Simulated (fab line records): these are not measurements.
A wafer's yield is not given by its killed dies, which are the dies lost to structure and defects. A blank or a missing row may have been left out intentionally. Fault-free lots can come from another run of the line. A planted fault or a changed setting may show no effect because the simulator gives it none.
Chamber matching :: flow nand_harc :: NHARC_A_BLC_ETCH_16 on rie_diel-13 has 4 sister chambers
The step etches the open film in CF4, target depth 39 nm, time 65 s. 8 wafers are shown with their chamber, then 6 later ones without.

WAFERS PAIRED WITH THEIR CHAMBERS
wafer: L292.2
chamber: 3
showerhead_plenum_p_Torr (Torr): 1.81
throttle_valve_pct (%): 13.272

wafer: L292.3
chamber: 1
showerhead_plenum_p_Torr (Torr): 1.79
throttle_valve_pct (%): 13.280

wafer: L292.4
chamber: 2
showerhead_plenum_p_Torr (Torr): 1.69
throttle_valve_pct (%): 13.282

wafer: L299.3
chamber: 2
showerhead_plenum_p_Torr (Torr): 1.69
throttle_valve_pct (%): 13.292

wafer: L299.4
chamber: 0
showerhead_plenum_p_Torr (Torr): 1.80
throttle_valve_pct (%): 13.275

wafer: L299.6
chamber: 3
showerhead_plenum_p_Torr (Torr): 1.80
throttle_valve_pct (%): 13.266

wafer: L301.2
chamber: 0
showerhead_plenum_p_Torr (Torr): 1.80
throttle_valve_pct (%): 13.277

wafer: L301.4
chamber: 1
showerhead_plenum_p_Torr (Torr): 1.79
throttle_valve_pct (%): 13.273

WAFERS WHOSE CHAMBER IS MISSING
wafer: L301.5
showerhead_plenum_p_Torr (Torr): 1.80
throttle_valve_pct (%): 13.272

wafer: L307.3
showerhead_plenum_p_Torr (Torr): 1.79
throttle_valve_pct (%): 13.285

wafer: L307.4
showerhead_plenum_p_Torr (Torr): 1.80
throttle_valve_pct (%): 13.283

wafer: L307.6
showerhead_plenum_p_Torr (Torr): 1.80
throttle_valve_pct (%): 13.287

wafer: L309.1
showerhead_plenum_p_Torr (Torr): 1.79
throttle_valve_pct (%): 13.285

wafer: L309.4
showerhead_plenum_p_Torr (Torr): 1.80
throttle_valve_pct (%): 13.273

EACH ONE'S CHAMBER
wafer: L301.5
from the rows above: can't be placed: 0 or 3
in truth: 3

wafer: L307.3
from the rows above: can't be placed: 1 or 0
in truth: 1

wafer: L307.4
from the rows above: can't be placed: 0 or 1 or 3
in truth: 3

wafer: L307.6
from the rows above: can't be placed: 0 or 1 or 3
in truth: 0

wafer: L309.1
from the rows above: can't be placed: 1 or 0
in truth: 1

wafer: L309.4
from the rows above: can't be placed: 0 or 3
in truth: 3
Correct placement for 0 of the 6. Unplaceable from these rows: 6, with the true chamber sitting among the candidates in 6. 0 placed wrongly.
How it was worked out, from the rows above alone: a wafer's distance from a chamber is the root of the sum, over the readings, of the square of ((its reading less the chamber's mean) divided by the reading's scatter). If the next closest chamber is less than 2 further off than the closest, the wafer can't be placed; otherwise it belongs to the closest. The mean given for a chamber averages the wafers shown for that chamber. The scatter: the root of (the sum of the squares of (reading less its chamber's mean) over the shown wafers, divided by (wafers less chambers)).
